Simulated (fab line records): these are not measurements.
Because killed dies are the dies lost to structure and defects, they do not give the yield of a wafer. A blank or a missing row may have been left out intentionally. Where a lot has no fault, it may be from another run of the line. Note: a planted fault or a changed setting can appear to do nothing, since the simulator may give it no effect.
fab line records	flow n5Finfet
record: lots: 12	wafers: 34	lastDay: 20
route steps=1938 shown BEOL_M4@1110 BEOL_M5@1127 PASSIVATION@1936
lots with no fault: from the same line, run without faults
startH: the number of hours between the record's first day and the start of the first shown wafer of the lot	waitH: hours since the lot's step before	" repeats the value in the row above	L1.1+2: a single row standing in for several wafers	- no value, or no start was given	* or withheld: withheld	< > ~ a bound
route shown NAME@n: NAME is a module with steps in the file, n the number in the route of the first one	usual: average and standard deviation across the fault-free wafers	same: alike in all rows	chamber/n: place in a boat	sites: each site's reading	_std_site: how widely they spread, as a standard deviation	_edge_site: inner sites' mean taken away from outer sites' mean	radiusMm: how far each site lies from the wafer's centre	mask NAME#n: copy n	behind: the last tool/chamber to shape the wafer	hold: what put the lot on hold/how long, in hours/how the hold closed	device: the n, p or np transistor that did not switch	end of line: the tests these same wafers got at the end of their route	a step without rows: its recipe alone	killed: not the wafer's yield, but the dies lost to structure and defects at the first sort	map: shows each die of a wafer: x if killed, . if not, _ if none is there
set.NAME: the run value of the setting; set.NAME@STEP: its run value at that earlier step	model.NAME: the simulator's own value behind a step, which no gauge read
route steps across a sampled set of lots; one table per step, one row per wafer
services: a tool's chamber out of use, with start hour (startH, from the record's first day; less than 0 if before it), hours out, and reason
== steps ==
step: N5_BEOL_M4_INSPECT_59
recipe: inspectInstrument: darkfield	mode: postDep
usual: rawDefectCount: 72/24
lot.wafer	tool	chamber	startH	waitH	rawDefectCount
L659.3	defectInspect-02	-	217.61	0.0	80
L659.5	"	-	"	"	100
L659.6	"	-	"	"	60
L660.4	defectInspect-02	-	223.92	0.0	76
L660.5	"	-	"	"	96
L661.1	defectInspect-02	-	227.55	0.0	26
L661.4	"	-	"	"	61
L661.5	"	-	"	"	70
L663.1	defectInspect-02	-	236.58	0.0	106
L663.4	"	-	"	"	88
L663.6	"	-	"	"	72
L666.2	defectInspect-02	-	250.52	0.0	86
L666.4	"	-	"	"	69
L666.5	"	-	"	"	87
L667.2	defectInspect-01	-	252.06	0.0	62
L667.6	"	-	"	"	108
L664.1	defectInspect-01	-	261.60	0.0	75
L664.3	"	-	"	"	105
L664.6	"	-	"	"	56
L669.1	defectInspect-01	-	275.70	0.0	61
L669.2	"	-	"	"	60
L669.4	"	-	"	"	76
L672.1	defectInspect-01	-	277.90	0.0	60
L672.2	"	-	"	"	93
L672.6	"	-	"	"	70
L678.4	defectInspect-01	-	331.25	0.0	61
L678.5	"	-	"	"	88
L678.6	"	-	"	"	115
L680.2	defectInspect-01	-	339.30	0.0	58
L680.3	"	-	"	"	57
L680.4	"	-	"	"	60
L681.1	defectInspect-02	-	349.40	0.0	55
L681.4	"	-	"	"	57
L681.6	"	-	"	"	81
step: N5_BEOL_M5_OVL_MEAS_12
recipe: pointsPerWafer: 522
usual: M5_OVL: 0.2/0.55
same: pointsPerWafer: 522
lot.wafer	tool	chamber	startH	waitH	M5_OVL[nm]
L659.3	overlay-01	0	223.66	0.0	1.2
L659.5	"	0	"	"	0.8
L659.6	"	0	"	"	1.2
L660.4	overlay-02	0	227.11	0.0	0.8
L660.5	"	0	"	"	-0.1
L661.1	overlay-01	0	232.78	0.0	-0.3
L661.4	"	0	"	"	-0.3
L661.5	"	0	"	"	-0.2
L663.1	overlay-02	0	240.87	0.0	-0.2
L663.4	"	0	"	"	-0.3
L663.6	"	0	"	"	-0.2
L666.2	overlay-01	0	254.56	0.0	0.9
L666.4	"	0	"	"	0.2
L666.5	"	0	"	"	0.8
L667.2	overlay-02	0	254.96	0.0	-0.1
L667.6	"	0	"	"	0.9
L664.1	overlay-01	0	265.81	0.0	-0.6
L664.3	"	0	"	"	0.0
L664.6	"	0	"	"	0.6
L669.1	overlay-01	0	279.78	0.0	-0.4
L669.2	"	0	"	"	-0.3
L669.4	"	0	"	"	-0.3
L672.1	overlay-01	0	283.04	0.0	0.4
L672.2	"	0	"	"	0.3
L672.6	"	0	"	"	-0.1
L678.4	overlay-01	0	335.02	0.0	0.8
L678.5	"	0	"	"	0.2
L678.6	"	0	"	"	0.4
L680.2	overlay-02	0	342.15	0.0	-0.5
L680.3	"	0	"	"	-0.1
L680.4	"	0	"	"	-0.1
L681.1	overlay-01	0	352.24	0.0	0.3
L681.4	"	0	"	"	0.8
L681.6	"	0	"	"	0.7
step: N5_BEOL_M5_ETCH_61
recipe: chemistry: CF4	target: SiARC	targetDepthA: 156	maskMaterial: CAR-EUV	timeS: 26	ionEnergyEv: 80	pressureMtorr: 40	sourceW: 545	biasW: 36	Ar_flow_sccm: 100	cf4FlowSccm: 100	ends: cleared
usual: biasW: 35.98/0.11	drypumpMotorCurrentA: 5.6/0.32	etchRfOnTimeS: 26.0/1.1	oesProductAu: 0.66/0.054	rfVppV: 183.9/1.2	showerheadPlenumPTorr: 2.13/0.08	throttleValvePct: 15.64/0.21
lot.wafer	tool	chamber	startH	waitH	biasW	drypumpMotorCurrentA	etchRfOnTimeS	oesProductAu	rfHoursCounterH	rfVppV	showerheadPlenumPTorr	throttleValvePct
L659.3	rieDiel-02	1	223.92	0.0	36.02	5.4	24.9	0.73	75	185.7	2.26	15.40
L659.5	"	0	"	"	35.96	5.5	26.7	0.68	-	183.5	2.07	15.43
L659.6	"	3	"	"	35.77	5.7	27.7	0.61	-	182.2	2.02	15.76
L660.4	rieDiel-02	0	227.34	0.0	36.15	5.5	27.0	0.67	112	183.6	2.06	15.43
L660.5	"	0	"	"	36.23	5.5	27.2	0.67	-	181.7	2.07	15.43
L661.1	rieDiel-02	2	233.01	0.0	35.99	5.6	24.1	0.66	191	183.1	2.14	15.74
L661.4	"	1	"	"	35.85	5.4	24.8	0.72	78	184.9	2.26	15.42
L661.5	"	0	"	"	35.85	5.5	26.7	0.67	-	182.6	2.06	15.44
L663.1	rieDiel-02	3	241.01	0.0	36.18	5.7	27.6	0.60	212	184.2	2.02	15.78
L663.4	"	1	"	"	36.03	5.4	24.7	0.72	81	186.7	2.26	15.42
L663.6	"	0	"	"	35.78	5.5	26.4	0.68	-	183.4	2.06	15.44
L666.2	rieDiel-02	1	254.70	0.0	35.97	5.4	24.7	0.72	85	185.3	2.26	15.44
L666.4	"	2	"	"	35.94	5.6	24.5	0.64	-	183.2	2.14	15.74
L666.5	"	3	"	"	35.83	5.7	28.0	0.60	-	183.4	2.02	15.78
L667.2	rieDiel-03	3	255.52	0.0	36.08	4.9	25.6	0.64	188	183.6	2.22	15.92
L667.6	"	0	"	"	36.11	6.0	27.5	0.71	-	183.3	2.18	15.54
L664.1	rieDiel-06	0	266.42	0.0	35.86	5.5	26.0	0.76	40	183.9	2.09	15.23
L664.3	"	2	"	"	35.90	5.8	26.8	0.66	127	182.1	1.99	15.67
L664.6	"	2	"	"	35.92	5.8	26.7	0.66	-	181.3	1.99	15.66
L669.1	rieDiel-02	0	280.00	0.0	35.96	5.5	26.1	0.67	127	183.7	2.06	15.47
L669.2	"	2	"	"	35.98	5.5	24.1	0.64	207	184.3	2.13	15.75
L669.4	"	3	"	"	35.99	5.7	27.7	0.60	226	182.0	2.02	15.81
L672.1	rieDiel-02	1	283.32	0.0	36.14	5.4	24.4	0.71	96	186.0	2.25	15.45
L672.2	"	2	"	"	35.93	5.5	24.4	0.64	208	185.5	2.13	15.77
L672.6	"	0	"	"	36.09	5.5	26.3	0.66	-	185.5	2.06	15.46
L678.4	rieDiel-03	0	335.15	0.0	35.96	6.0	27.2	0.68	81	183.4	2.17	15.59
L678.5	"	3	"	"	35.84	4.9	25.4	0.62	-	185.0	2.21	16.00
L678.6	"	0	"	"	36.00	6.0	27.2	0.68	-	186.1	2.17	15.60
L680.2	rieDiel-02	2	342.54	0.0	36.02	5.5	24.8	0.62	230	184.0	2.13	15.82
L680.3	"	1	"	"	36.19	5.4	24.7	0.70	114	187.4	2.25	15.50
L680.4	"	3	"	"	36.00	5.6	27.9	0.58	247	182.8	2.01	15.85
L681.1	rieDiel-03	3	352.39	0.0	35.95	4.9	25.7	0.62	221	184.7	2.20	15.99
L681.4	"	1	"	"	35.97	6.5	25.5	0.64	204	183.4	2.13	15.79
L681.6	"	0	"	"	35.99	6.0	27.5	0.68	-	184.7	2.17	15.59
step: N5_BEOL_M5_COAT_65
recipe: resist: SOC	tempC: 250	timeS: 60	spinRpm: 1500	resistThkNm: 60
usual: chillPlateTempC: 23.00/0.11	resistLineTempC: 22.99/0.1	spinSpeedRpm: 1499.9/0.78
lot.wafer	tool	chamber	startH	waitH	chillPlateTempC	resistLineTempC	spinSpeedRpm
L659.3	lithoTrack-01	0	225.80	1.5	22.80	23.02	1500.3
L659.5	"	0	"	"	22.99	22.91	1499.5
L659.6	"	0	"	"	22.96	22.97	1499.9
L660.4	lithoTrack-03	0	231.41	3.6	23.16	23.13	1499.6
L660.5	"	0	"	"	23.26	23.01	1499.0
L661.1	lithoTrack-05	0	234.97	1.5	22.96	23.04	1499.4
L661.4	"	0	"	"	22.95	22.84	1500.9
L661.5	"	0	"	"	22.94	22.94	1499.9
L663.1	lithoTrack-05	0	244.73	3.3	22.88	23.02	1500.6
L663.4	"	0	"	"	22.92	22.99	1500.1
L663.6	"	0	"	"	22.89	23.14	1499.7
L666.2	lithoTrack-01	0	255.24	0.0	23.04	23.02	1499.4
L666.4	"	0	"	"	23.17	22.96	1500.3
L666.5	"	0	"	"	22.94	22.77	1500.6
L667.2	lithoTrack-01	0	256.16	0.1	23.03	23.05	1500.6
L667.6	"	0	"	"	23.05	23.04	1498.9
L664.1	lithoTrack-01	0	267.01	0.1	22.81	23.04	1500.2
L664.3	"	0	"	"	23.02	22.83	1498.8
L664.6	"	0	"	"	23.08	23.05	1499.3
L669.1	lithoTrack-03	0	281.84	1.4	22.95	22.97	1500.9
L669.2	"	0	"	"	23.11	22.93	1500.3
L669.4	"	0	"	"	22.93	23.09	1499.6
L672.1	lithoTrack-05	0	287.92	3.9	22.89	23.04	1500.5
L672.2	"	0	"	"	23.09	22.90	1499.3
L672.6	"	0	"	"	23.11	23.00	1500.7
L678.4	lithoTrack-01	0	336.76	1.1	23.07	23.02	1432.9
L678.5	"	0	"	"	23.00	22.87	1431.5
L678.6	"	0	"	"	23.02	23.03	1432.9
L680.2	lithoTrack-01	0	343.94	0.9	22.94	22.92	1430.9
L680.3	"	0	"	"	22.87	23.07	1430.4
L680.4	"	0	"	"	22.88	23.03	1432.3
L681.1	lithoTrack-03	0	353.72	1.0	22.93	22.82	1500.8
L681.4	"	0	"	"	22.87	22.66	1498.6
L681.6	"	0	"	"	23.10	22.82	1499.8
step: N5_PASSIVATION_PROBE_49
usual: defectLimitedYield: 91.2/1.5	killed_at_M0_to_M3: 36/10	killed_at_M4_up: 14/5.2	killedAtContacts: 12/6	killedAtFrontEnd: 37/10	killedAtOther: 4/3.3	killedDies: 104/18	killedOpen: 68/14	killedShort: 34/7.4	sort_bin_5_function: 5.2/1	sort_bin_6_memory: 3.3/0.7	sort_bin_8_speed: 0.01/0.045	sortNPass: 1076/18	sortYieldPct: 91.2/1.5
same: grossDies: 1180	killedAtBackSide: 0	sort_bin_4_leakage[%]: 0
lot.wafer	tool	chamber	startH	waitH	defectLimitedYield[%]	killed_at_M0_to_M3	killed_at_M4_up	killedAtContacts	killedAtFrontEnd	killedAtOther	killedDies	killedOpen	killedShort	sort_bin_5_function[%]	sort_bin_6_memory[%]	sort_bin_8_speed[%]	sortNPass	sortYieldPct[%]
L659.3	prober-01	-	319.01	0.1	88.5	39	14	21	58	4	136	90	44	6.9	4.4	0	1044	88.5
L659.5	prober-01	-	319.11	0.2	88.9	31	21	12	56	11	131	82	42	6.8	4.0	0	1049	88.9
L659.6	prober-01	-	319.16	0.3	90.0	44	23	16	35	0	118	82	31	6.4	3.1	0.17	1060	89.8
L661.1	prober-01	-	337.20	0.0	92.5	33	11	6	38	0	88	46	42	4.5	2.4	0	1092	92.5
L661.4	prober-01	-	337.35	0.2	92.0	36	19	2	35	2	94	60	30	4.2	3.6	0	1086	92.0
L661.5	prober-01	-	337.40	0.2	91.9	37	22	6	30	1	96	58	36	4.7	3.0	0	1084	91.9
L660.4	prober-01	-	338.42	0.2	93.3	28	8	6	31	6	79	53	26	3.9	2.7	0	1101	93.3
L660.5	prober-01	-	338.47	0.2	94.6	18	13	14	16	3	64	42	22	3.2	1.9	0	1116	94.6
L663.1	prober-01	-	344.30	0.0	90.2	53	14	14	30	5	116	85	29	5.9	3.4	0	1064	90.2
L663.4	prober-01	-	344.45	0.2	90.1	27	25	29	31	5	117	77	33	5.3	3.6	0	1063	90.1
L663.6	prober-01	-	344.55	0.3	88.3	56	18	23	41	0	138	96	40	7.4	3.9	0	1042	88.3
L667.2	prober-02	-	347.36	0.1	90.6	37	15	11	45	3	111	79	29	5.8	3.3	0	1069	90.6
L667.6	prober-02	-	347.56	0.3	91.7	30	16	10	38	4	98	64	30	5.3	2.8	0	1082	91.7
L666.2	prober-02	-	348.20	0.1	89.7	46	19	22	26	8	121	85	35	6.6	3.1	0	1059	89.7
L666.4	prober-02	-	348.30	0.2	87.6	44	27	12	57	6	146	102	42	7.6	4.5	0	1034	87.6
L666.5	prober-02	-	348.35	0.2	87.6	63	26	14	36	7	146	95	48	7.9	4.0	0	1034	87.6
L664.1	prober-01	-	362.77	0.0	88.0	37	13	16	72	4	142	102	40	6.7	4.9	0	1038	88.0
L664.3	prober-01	-	362.87	0.1	88.6	47	10	23	51	3	134	85	49	6.4	4.2	0	1046	88.6
L664.6	prober-01	-	363.02	0.3	92.0	23	9	20	39	3	94	58	35	4.5	3.1	0	1086	92.0
L669.1	prober-01	-	388.69	0.0	90.8	49	19	12	28	0	108	65	43	6.1	2.9	0	1072	90.8
L669.2	prober-01	-	388.74	0.1	92.0	35	13	10	36	0	94	65	28	5.3	2.5	0	1086	92.0
L669.4	prober-01	-	388.84	0.2	92.8	26	11	11	35	2	85	57	28	3.6	3.5	0	1095	92.8
L672.1	prober-01	-	400.51	0.0	89.1	42	14	10	61	2	129	77	52	6.4	4.2	0	1051	89.1
L672.2	prober-01	-	400.56	0.1	92.3	29	12	7	41	2	91	55	36	5.0	2.4	0	1089	92.3
L672.6	prober-01	-	400.76	0.3	90.1	44	9	11	52	1	117	71	45	6.1	3.2	0	1063	90.1
L678.4	prober-02	-	460.19	0.2	93.1	42	10	7	22	0	81	54	26	4.4	2.1	0	1099	93.1
L678.5	prober-02	-	460.24	0.2	92.7	42	10	6	27	1	86	55	30	4.4	2.6	0	1094	92.7
L678.6	prober-02	-	460.29	0.3	91.3	54	9	16	23	1	103	72	30	4.3	4.3	0	1077	91.3
L681.1	prober-01	-	478.20	0.0	91.8	42	11	3	34	7	97	57	39	4.7	3.2	0	1083	91.8
L681.4	prober-01	-	478.35	0.2	90.2	32	16	13	49	6	116	72	43	5.9	3.4	0	1064	90.2
L681.6	prober-01	-	478.45	0.3	91.9	41	11	5	36	2	95	68	25	5.5	2.4	0	1085	91.9
L680.2	prober-01	-	481.84	0.1	92.1	36	10	9	33	5	93	68	25	4.4	3.3	0	1087	92.1
L680.3	prober-01	-	481.89	0.1	92.7	29	13	9	32	3	86	60	26	4.0	3.1	0	1094	92.7
L680.4	prober-01	-	481.94	0.2	93.7	30	3	7	34	0	74	57	15	3.6	2.5	0	1106	93.7
killed by level:class
L659.3 STI_FIN_REVEAL:geometricParticle:open=21 MOL_CONTACT_COAG:geometricParticle:open=16 BEOL_M0_SAQP:geometricParticle:short=10 STI_FIN_REVEAL:geometricParticle:short=9 BEOL_M2:geometricParticle:open=9 FIN_SAQP:geometricParticle:short=7 BEOL_M0_SAQP:geometricParticle:open=7 FIN_SAQP:geometricParticle:open=6
L659.5 FIN_SAQP:geometricParticle:open=15 MOL_CONTACT_COAG:geometricParticle:open=12 FIN_SAQP:geometricParticle:short=9 BEOL_M0_SAQP:geometricParticle:short=9 BEOL_M1:geometricParticle:open=8 BEOL_M4:geometricParticle:open=8 STI_FIN_REVEAL:geometricParticle:open=6 BEOL_M0_SAQP:geometricParticle:open=6
L659.6 BEOL_M4:geometricParticle:open=17 MOL_CONTACT_COAG:geometricParticle:open=13 BEOL_M3:geometricParticle:open=13 FIN_SAQP:geometricParticle:open=8 BEOL_M0_SAQP:geometricParticle:short=7 BEOL_M0_SAQP:geometricParticle:open=6 BEOL_M1:geometricParticle:open=6 BEOL_M1:geometricParticle:short=4
L661.1 STI_FIN_REVEAL:geometricParticle:open=10 BEOL_M3:geometricParticle:short=8 BEOL_M0_SAQP:geometricParticle:short=7 FIN_SAQP:geometricParticle:short=6 BEOL_M4:geometricParticle:open=6 MOL_CONTACT_COAG:geometricParticle:open=6 BEOL_M3:geometricParticle:open=5 BEOL_M2:geometricParticle:short=4
L661.4 BEOL_M4:geometricParticle:open=10 BEOL_M0_SAQP:geometricParticle:open=7 BEOL_M3:geometricParticle:open=7 BEOL_M1:geometricParticle:open=7 FIN_SAQP:geometricParticle:short=6 BEOL_M0_SAQP:geometricParticle:short=5 BEOL_M2:geometricParticle:open=5 STARTING-WAFER:geometricParticle:short=5
L661.5 BEOL_M4:geometricParticle:open=9 FIN_SAQP:geometricParticle:open=8 BEOL_M1:geometricParticle:open=8 FIN_SAQP:geometricParticle:short=7 BEOL_M2:geometricParticle:open=7 BEOL_M3:geometricParticle:short=6 STI_FIN_REVEAL:geometricParticle:open=5 MOL_CONTACT_COAG:geometricParticle:open=5
L660.4 BEOL_M2:geometricParticle:open=7 STI_FIN_REVEAL:geometricParticle:open=6 FIN_SAQP:geometricParticle:short=5 GATE_CUT:geometricParticle:short=5 MOL_CONTACT_COAG:geometricParticle:open=5 BEOL_M0_SAQP:geometricParticle:open=5 BEOL_M1:geometricParticle:open=5 FIN_SAQP:geometricParticle:open=3
L660.5 MOL_CONTACT_COAG:geometricParticle:open=12 GATE_CUT:geometricParticle:short=6 BEOL_M1:geometricParticle:open=5 FIN_SAQP:geometricParticle:open=4 BEOL_M0_SAQP:geometricParticle:short=4 BEOL_M4:geometricParticle:open=4 BEOL_M2:geometricParticle:open=3 BEOL_M7:geometricParticle:open=3
L663.1 BEOL_M3:geometricParticle:open=15 MOL_CONTACT_COAG:geometricParticle:open=14 DUMMY_GATE:geometricParticle:open=10 BEOL_M0_SAQP:geometricParticle:open=9 BEOL_M0_SAQP:geometricParticle:short=9 BEOL_M2:geometricParticle:open=8 BEOL_M4:geometricParticle:open=7 BEOL_M1:geometricParticle:open=4
L663.4 MOL_CONTACT_COAG:geometricParticle:open=21 BEOL_M3:geometricParticle:open=9 MOL_CONTACT_COAG:geometricParticle:short=8 BEOL_M4:geometricParticle:open=8 FIN_SAQP:geometricParticle:open=6 BEOL_M0_SAQP:geometricParticle:open=5 HKMG_FIN:areaEtch=5 GATE_CUT:geometricParticle:open=4
L663.6 MOL_CONTACT_COAG:geometricParticle:open=17 BEOL_M0_SAQP:geometricParticle:open=13 FIN_SAQP:geometricParticle:open=11 BEOL_M1:geometricParticle:open=11 BEOL_M0_SAQP:geometricParticle:short=11 BEOL_M2:geometricParticle:open=9 BEOL_M3:geometricParticle:open=8 FIN_SAQP:geometricParticle:short=7
L667.2 STI_FIN_REVEAL:geometricParticle:open=16 BEOL_M3:geometricParticle:open=12 MOL_CONTACT_COAG:geometricParticle:open=10 FIN_SAQP:geometricParticle:short=7 BEOL_M2:geometricParticle:open=7 GATE_CUT:geometricParticle:short=5 BEOL_M1:geometricParticle:open=5 FIN_SAQP:geometricParticle:open=4
L667.6 FIN_SAQP:geometricParticle:open=10 STI_FIN_REVEAL:geometricParticle:open=7 MOL_CONTACT_COAG:geometricParticle:open=7 BEOL_M0_SAQP:geometricParticle:open=6 BEOL_M2:geometricParticle:open=6 BEOL_M3:geometricParticle:open=5 BEOL_M0_SAQP:geometricParticle:short=4 BEOL_M1:geometricParticle:open=4
L666.2 MOL_CONTACT_COAG:geometricParticle:open=17 BEOL_M3:geometricParticle:open=15 BEOL_M0_SAQP:geometricParticle:open=10 BEOL_M0_SAQP:geometricParticle:short=8 BEOL_M4:geometricParticle:open=7 MOL_CONTACT_COAG:geometricParticle:short=5 BEOL_M1:geometricParticle:open=5 FIN_SAQP:geometricParticle:open=4
L666.4 STI_FIN_REVEAL:geometricParticle:open=24 BEOL_M4:geometricParticle:open=14 BEOL_M3:geometricParticle:open=11 MOL_CONTACT_COAG:geometricParticle:open=8 BEOL_M2:geometricParticle:open=8 BEOL_M0_SAQP:geometricParticle:short=7 STARTING-WAFER:geometricParticle:open=7 ILD0:geometricParticle:open=5
L666.5 BEOL_M3:geometricParticle:open=15 BEOL_M2:geometricParticle:open=15 BEOL_M4:geometricParticle:open=13 MOL_CONTACT_COAG:geometricParticle:open=11 BEOL_M0_SAQP:geometricParticle:short=9 BEOL_M0_SAQP:geometricParticle:open=6 STARTING-WAFER:geometricParticle:open=6 BEOL_M3:geometricParticle:short=5
L664.1 FIN_SAQP:geometricParticle:open=23 STI_FIN_REVEAL:geometricParticle:open=23 MOL_CONTACT_COAG:geometricParticle:open=12 FIN_SAQP:geometricParticle:short=11 BEOL_M2:geometricParticle:open=9 BEOL_M0_SAQP:geometricParticle:short=7 BEOL_M3:geometricParticle:open=6 STARTING-WAFER:geometricParticle:open=5
L664.3 FIN_SAQP:geometricParticle:open=19 MOL_CONTACT_COAG:geometricParticle:open=15 BEOL_M2:geometricParticle:open=14 FIN_SAQP:geometricParticle:short=12 BEOL_M0_SAQP:geometricParticle:short=10 MOL_CONTACT_COAG:geometricParticle:short=8 ILD0:geometricParticle:short=7 BEOL_M0_SAQP:geometricParticle:open=6
L664.6 MOL_CONTACT_COAG:geometricParticle:open=15 BEOL_M3:geometricParticle:open=9 FIN_SAQP:geometricParticle:short=8 STI_FIN_REVEAL:geometricParticle:open=7 FIN_SAQP:geometricParticle:open=6 GATE_CUT:geometricParticle:short=5 MOL_CONTACT_COAG:geometricParticle:short=5 DUMMY_GATE:geometricParticle:short=4
L669.1 BEOL_M0_SAQP:geometricParticle:short=12 BEOL_M3:geometricParticle:open=11 MOL_CONTACT_COAG:geometricParticle:open=9 BEOL_M4:geometricParticle:open=7 STI_FIN_REVEAL:geometricParticle:open=6 BEOL_M0_SAQP:geometricParticle:open=6 FIN_SAQP:geometricParticle:short=5 BEOL_M1:geometricParticle:open=5
L669.2 BEOL_M3:geometricParticle:open=11 MOL_CONTACT_COAG:geometricParticle:open=8 BEOL_M1:geometricParticle:open=8 FIN_SAQP:geometricParticle:short=5 STI_FIN_REVEAL:geometricParticle:open=5 ILD0:geometricParticle:short=5 BEOL_M0_SAQP:geometricParticle:open=5 BEOL_M0_SAQP:geometricParticle:short=5
L669.4 MOL_CONTACT_COAG:geometricParticle:open=11 BEOL_M3:geometricParticle:open=10 FIN_SAQP:geometricParticle:open=8 STI_FIN_REVEAL:geometricParticle:open=8 FIN_SAQP:geometricParticle:short=7 GATE_CUT:geometricParticle:short=6 BEOL_M2:geometricParticle:open=6 BEOL_M0_SAQP:geometricParticle:open=3
L672.1 STI_FIN_REVEAL:geometricParticle:open=13 BEOL_M0_SAQP:geometricParticle:open=10 BEOL_M0_SAQP:geometricParticle:short=8 FIN_SAQP:geometricParticle:open=7 FIN_SAQP:geometricParticle:short=7 MOL_CONTACT_COAG:geometricParticle:open=7 STI_FIN_REVEAL:geometricParticle:short=6 ILD0:geometricParticle:short=6
L672.2 FIN_SAQP:geometricParticle:open=9 BEOL_M1:geometricParticle:open=9 GATE_CUT:geometricParticle:short=7 MOL_CONTACT_COAG:geometricParticle:open=7 FIN_SAQP:geometricParticle:short=6 BEOL_M2:geometricParticle:open=5 BEOL_M1:geometricParticle:short=5 BEOL_M4:geometricParticle:open=5
L672.6 FIN_SAQP:geometricParticle:open=16 FIN_SAQP:geometricParticle:short=14 BEOL_M1:geometricParticle:open=14 BEOL_M0_SAQP:geometricParticle:short=9 DUMMY_GATE:geometricParticle:open=8 MOL_CONTACT_COAG:geometricParticle:open=7 BEOL_M2:geometricParticle:open=7 BEOL_M0_SAQP:geometricParticle:open=5
L678.4 BEOL_M3:geometricParticle:open=8 BEOL_M3:geometricParticle:short=7 BEOL_M1:geometricParticle:open=7 BEOL_M0_SAQP:geometricParticle:open=6 MOL_CONTACT_COAG:geometricParticle:open=6 BEOL_M2:geometricParticle:open=6 BEOL_M1:geometricParticle:short=5 FIN_SAQP:geometricParticle:open=4
L678.5 BEOL_M3:geometricParticle:open=14 BEOL_M1:geometricParticle:open=9 MOL_CONTACT_COAG:geometricParticle:open=6 BEOL_M0_SAQP:geometricParticle:short=6 FIN_SAQP:geometricParticle:open=5 GATE_CUT:geometricParticle:short=5 BEOL_M0_SAQP:geometricParticle:open=5 ILD0:geometricParticle:short=4
L678.6 MOL_CONTACT_COAG:geometricParticle:open=14 BEOL_M3:geometricParticle:open=13 BEOL_M0_SAQP:geometricParticle:open=10 BEOL_M0_SAQP:geometricParticle:short=9 BEOL_M2:geometricParticle:open=9 BEOL_M1:geometricParticle:open=5 GATE_CUT:geometricParticle:short=4 BEOL_M3:geometricParticle:short=4
L681.1 BEOL_M0_SAQP:geometricParticle:short=10 BEOL_M3:geometricParticle:open=9 BEOL_M0_SAQP:geometricParticle:open=8 STI_FIN_REVEAL:geometricParticle:open=7 FIN_SAQP:geometricParticle:short=6 FIN_SAQP:geometricParticle:open=5 BEOL_M1:geometricParticle:open=5 DUMMY_GATE:geometricParticle:open=4
L681.4 STI_FIN_REVEAL:geometricParticle:open=23 BEOL_M0_SAQP:geometricParticle:short=10 MOL_CONTACT_COAG:geometricParticle:open=8 STI_FIN_REVEAL:geometricParticle:short=6 BEOL_M1:geometricParticle:open=6 GATE_CUT:geometricParticle:open=5 MOL_CONTACT_COAG:geometricParticle:short=5 FIN_SAQP:geometricParticle:short=4
L681.6 BEOL_M3:geometricParticle:open=11 BEOL_M2:geometricParticle:open=8 BEOL_M0_SAQP:geometricParticle:open=6 FIN_SAQP:geometricParticle:open=5 STI_FIN_REVEAL:geometricParticle:open=5 DUMMY_GATE:geometricParticle:open=5 GATE_CUT:geometricParticle:open=5 MOL_CONTACT_COAG:geometricParticle:open=5
L680.2 BEOL_M3:geometricParticle:open=12 MOL_CONTACT_COAG:geometricParticle:open=9 STI_FIN_REVEAL:geometricParticle:open=7 BEOL_M0_SAQP:geometricParticle:open=7 FIN_SAQP:geometricParticle:open=5 BEOL_M2:geometricParticle:open=5 FIN_SAQP:geometricParticle:short=4 BEOL_M4:geometricParticle:open=4
L680.3 MOL_CONTACT_COAG:geometricParticle:open=8 DUMMY_GATE:geometricParticle:open=7 STI_FIN_REVEAL:geometricParticle:open=5 BEOL_M0_SAQP:geometricParticle:short=5 BEOL_M0:geometricParticle:open=5 BEOL_M3:geometricParticle:open=5 FIN_SAQP:geometricParticle:open=4 BEOL_M1:geometricParticle:open=4
L680.4 FIN_SAQP:geometricParticle:open=10 BEOL_M3:geometricParticle:open=10 DUMMY_GATE:geometricParticle:open=7 MOL_CONTACT_COAG:geometricParticle:open=6 STI_FIN_REVEAL:geometricParticle:open=5 BEOL_M0_SAQP:geometricParticle:open=5 BEOL_M1:geometricParticle:open=4 BEOL_M0_SAQP:geometricParticle:short=3
== services ==
tool	chamber	startH	hours	kind
rieDiel-03	3	200.07	23.7	repair
rieDiel-03	2	220.43	3.6	repair
rieDiel-02	3	230.01	2.4	repair
rieDiel-02	0	252.10	6.5	repair
rieDiel-03	2	285.40	-	clean
rieDiel-03	2	285.40	-	consumableReplace:focusRing
rieDiel-03	2	285.40	16.3	scheduledDown
rieDiel-03	2	285.40	16.3	ventCycle
lithoTrack-03	-	308.09	-	consumableReplace:filter
rieDiel-06	2	331.76	38.5	repair
rieDiel-02	3	351.50	-	clean
rieDiel-02	3	351.50	-	consumableReplace:focusRing
rieDiel-02	3	351.50	-	consumableReplace:showerhead
rieDiel-02	3	351.50	17.3	scheduledDown
rieDiel-02	3	351.50	17.3	ventCycle
== key ==
firstSign: step: N5_BEOL_M5_COAT_65	reading: spinSpeedRpm	direction: down	sigmas: 87	usual: *	struck: *
effect none on later readings
metAt N5_BEOL_M5_COAT_65
struckLots L678,L680
notActingAt N5_BEOL_M4_INSPECT_59,N5_BEOL_M5_OVL_MEAS_12,N5_BEOL_M5_ETCH_61
onsetBetween 267.01 336.76
fault: kind: processParameterDrift	tool: lithoTrack-01	chamber: -	onsetH: 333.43	steps: N5_BEOL_M5_COAT_65	channel: spinRpm	offset: *	shape: step	endH: 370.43	actsIn: *	stated: *
